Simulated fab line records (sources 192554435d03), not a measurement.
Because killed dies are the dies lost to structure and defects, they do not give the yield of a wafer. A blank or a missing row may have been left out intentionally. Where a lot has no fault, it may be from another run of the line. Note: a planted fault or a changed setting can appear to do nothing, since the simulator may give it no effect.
A single fault, viewed from 3 desks / flow n5-finfet / what lay behind the numbers comes last; until then each desk has only its own

THE DEFECT DESK
For each lot, the counts of the inspections along the route, averaged over the sampled wafers that have a number. The brackets show how far a lot's mean lies from the usual mean; more than 4 standard deviations puts the lot out of limits, marked OUT.
Columns: A = raw-defect-count at N5_BEOL_M1_INSPECT_13, usual 450
lot=L130; first seen here=day 6 08:25; A=414
lot=L133; first seen here=day 7 06:38; A=488
lot=L138; first seen here=day 9 15:50; A=492
lot=L139; first seen here=day 9 16:32; A=515
lot=L141; first seen here=day 9 19:40; A=594
lot=L143; first seen here=day 9 22:13; A=547
lot=L144; first seen here=day 10 01:11; A=561
lot=L146; first seen here=day 10 13:18; A=524
lot=L150; first seen here=day 11 15:44; A=451
lot=L151; first seen here=day 11 16:19; A=534
Finding of this desk: none of the 10 lots has anything out of limits.

AT THE METROLOGY DESK
What the gauges read for every lot (on any tool): the sampled wafers with a number, averaged. The brackets show how far a lot's mean lies from the usual mean; more than 4 standard deviations puts the lot out of limits, marked OUT. Only the readings that lie furthest out on some lot appear, 7 of the 10 it has.
Columns: A = DIBL_N at N5_BEOL_M4_RC_MEAS_101, usual 36.2 mV/V; B = DIBL_P at N5_BEOL_M4_RC_MEAS_101, usual 36.2 mV/V; C = IOFF_N at N5_BEOL_M4_RC_MEAS_101, usual 0.16 nA/um; D = IOFF_P at N5_BEOL_M4_RC_MEAS_101, usual 0.21 nA/um; E = SS_N at N5_BEOL_M4_RC_MEAS_101, usual 71.5 mV/dec; F = SS_P at N5_BEOL_M4_RC_MEAS_101, usual 73.1 mV/dec; G = VT_P at N5_BEOL_M4_RC_MEAS_101, usual -250 mV
lot=L130; first seen here=day 7 18:56; A=33.3; B=32.2; C=0.12; D=0.14; E=70.1; F=72.2; G=-257
lot=L133; first seen here=day 8 17:58; A=37.6; B=36.7; C=0.14; D=0.18; E=71.9; F=73.7; G=-257
lot=L138; first seen here=day 11 03:40; A=39.4; B=40.1; C=0.23; D=0.24; E=72.1; F=74.7; G=-250
lot=L139; first seen here=day 11 05:39; A=36.1; B=35.6; C=0.17; D=0.21; E=71.9; F=72.8; G=-250
lot=L141; first seen here=day 11 09:36; A=35.3; B=32.9; C=0.14; D=0.21; E=70.7; F=73.1; G=-248
lot=L143; first seen here=day 11 14:35; A=37.7; B=36.8; C=0.18; D=0.27; E=72.2; F=74.0; G=-246
lot=L144; first seen here=day 11 17:31; A=35.4; B=37.3; C=0.17; D=0.20; E=71.5; F=73.3; G=-252
lot=L146; first seen here=day 12 12:38; A=38.1; B=38.0; C=0.20; D=0.25; E=71.4; F=74.0; G=-249
lot=L150; first seen here=day 13 12:28; A=37.4; B=36.8; C=0.17; D=0.23; E=71.9; F=72.8; G=-250
lot=L151; first seen here=day 13 21:27; A=34.4; B=34.0; C=0.12; D=0.20; E=71.1; F=72.8; G=-250
Finding of this desk: none of the 10 lots has anything out of limits.

FOR THE TOOL OWNER'S DESK: litho-track-04
The tool's own readings at N5_BEOL_M1_COAT_76 (time 60 s, resist thk 5 nm): means of the sampled wafers that have a number, for each lot that ran on this tool. The brackets show how far a lot's mean lies from the usual mean; more than 4 standard deviations puts the lot out of limits, marked OUT.
Columns: A = chill-plate-temp-C at N5_BEOL_M1_COAT_76, usual 23.00 C; B = run-length-s at N5_BEOL_M1_COAT_76, usual 66.17 s
lot=L130; first seen here=day 6 09:20; A=23.03; B=66.28
lot=L133; first seen here=day 7 07:08; A=22.96; B=66.45
lot=L138; first seen here=day 9 16:59; A=23.02; B=82.99 (+80) OUT
lot=L139; first seen here=day 9 17:15; A=22.98; B=74.75 (+41) OUT
lot=L141; first seen here=day 9 20:16; A=23.06; B=71.91 (+27) OUT
Finding of this desk: L138, L139, L141 out of limits; the first was L138 at day 9 16:59, on run-length-s at N5_BEOL_M1_COAT_76. In limits: L130, L133.

TAKEN TOGETHER
An alarm could have come from the tool owner's desk at day 9 16:59, on L138, L139, L141.
Nothing the defect desk looked at was out of limits.
The metrology desk saw nothing out of limits.
The defect desk has L138, L139, L141 on record, within its limits.
The metrology desk holds a record of L138, L139, L141, inside its limits.
Every lot named ran N5_BEOL_M1_COAT_76 on litho-track-04.

WHAT HAD BEEN PUT IN BY THE SIMULATOR
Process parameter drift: litho-track-04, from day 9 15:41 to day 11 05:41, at N5_BEOL_M1_COAT_76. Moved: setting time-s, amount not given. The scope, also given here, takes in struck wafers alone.
Struck lots among those shown: L138, L139, L141.
Time in hours from fault onset to the first out-of-limits reading at each desk: the tool owner's desk, 1.
